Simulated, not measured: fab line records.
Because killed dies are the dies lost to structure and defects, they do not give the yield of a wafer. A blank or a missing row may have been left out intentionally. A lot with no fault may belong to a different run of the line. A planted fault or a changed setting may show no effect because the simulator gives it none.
A lot that was struck, set against a sound lot | flow n5Finfet | 16 out of 1938 route steps
Sound: wafers L583.1, L583.3, L583.6. Struck: wafers L573.2, L573.5, L573.6. The cause comes at the end.
At each step with rows: each side's tool, then ch and its chambers, then its first start. Under that, the readings that differ: sound wafers | struck wafers | difference of the means | sigmas: that difference in standard deviations of wafers without a fault.
alike: readings with means less than 2 such deviations apart, plus words and numbers identical on both sides. not compared: withheld readings, readings lacking a value on some wafer, bounds such as >300 that could conceal the same value, and numbers that have no deviation in the record and whose values overlap.
A row with sigmas, a row that says differs or no value, or rows on one side alone: a step with any of these is where the two part. When numbers do not overlap yet have no deviation, they are printed without sigmas and do not part them. Lack of a reading on every wafer of one side parts them only where that side has two or more wafers.

first, 10 steps without rows for these wafers: N5_BEOL_M3_DESCUM_33 (chemistry O2, time 7 s); N5_BEOL_M3_ETCH_77 (etches underlayer in N2/H2, target depth 6.5 nm, time 5.2 s); N5_BEOL_M3_ETCH_69 (etches SiARC in CF4, target depth 15.6 nm, time 26 s); N5_BEOL_M3_ALD_98 (deposits SiO2, target thk 2.5 nm, pulse time 1 s, co reactant pulse time 1 s); N5_BEOL_M3_ETCHBACK_99 (etches SiO2 in CHF3, target depth 5 nm, time 10.4 s); N5_BEOL_M3_ETCH_70 (etches SOC in N2/H2, target depth 80 nm, overetch 16 nm, time 120 s); N5_BEOL_M3_STRIP_71 (strips in N2/H2); N5_BEOL_M3_STRIP_78 (strips in N2/H2); N5_BEOL_M3_VIA_ETCH_34 (etches the open film in C4F6/O2, target depth 69.4 nm, time 65.9 s); N5_BEOL_M3_STRIP_83 (strips in C4F6/O2).
N5_BEOL_M3_STRIP_36: strips in N2/H2.
  sound on rieDiel-06 ch 0,1,2, day 12 03:30; struck on rieDiel-04 ch 0,1,2, day 9 12:40
  no value came back on the struck wafers for any of 8 readings (biasPowerW (W), chamberPressureMTorr (mTorr) and others); on the sound wafers biasPowerW (W) reads 7.029 7.017 7.020
reading                                 | sound | struck         | difference | sigmas
model.SOC_of_BEOL_M3_COAT_67.thkNm (nm) | 0 0 0 | 52.4 52.2 51.8 | +52.1      | 
model.SiO2_of_BEOL_M3_ALD_98.thkNm (nm) | 0 0 0 | 2.4 2.4 2.6    | +2.5       | 
  not compared: rfHoursCounterH
then, 1 step without rows for these wafers: N5_BEOL_M3_TRENCH_ETCH_37 (etches SiOC in C4F6/O2, target depth 55.555 nm, time 29.2 s).
N5_BEOL_M3_ETCH_41: etches SiCN in CH3F/O2, target depth 29.9 nm, time 52.5 s.
  sound on rieDiel-06 ch 0,1,2; struck on rieDiel-04 ch 0,1,2, day 9 12:44
reading                                 | sound       | struck       | difference | sigmas
drypumpMotorCurrentA (A)                | 5.3 5.4 5.4 | 6.1 6.3 6.4  | +0.9       | +2
model.SOC_of_BEOL_M3_COAT_67.thkNm (nm) | 0 0 0       | 36.2 36 35.2 | +35.8      | 
  alike: oesProductAu, rfVppV, showerheadPlenumPTorr, throttleValvePct
  not compared: rfHoursCounterH
then, 1 step without rows for these wafers: N5_BEOL_M3_STRIP_97 (strips in N2/H2, time 10 s).
N5_BEOL_M4_RC_MEAS_101:
  the record has rows for the sound wafers here (prober-01 ch 0, day 12 20:19) and none for the struck ones
-- record jumps: 6 days separate the struck wafers' starts on either side; left off in module BEOL_M4, taken up again in module PASSIVATION, whose first shown step is the route's number 1936 --
N5_PASSIVATION_PROBE_49:
  record: rows for the struck wafers here (prober-02, day 15 11:12), none for the sound ones

## WHERE THEY PART
First at N5_BEOL_M3_STRIP_36; last, within this record, at N5_PASSIVATION_PROBE_49.

WHY: the cause the simulator had injected
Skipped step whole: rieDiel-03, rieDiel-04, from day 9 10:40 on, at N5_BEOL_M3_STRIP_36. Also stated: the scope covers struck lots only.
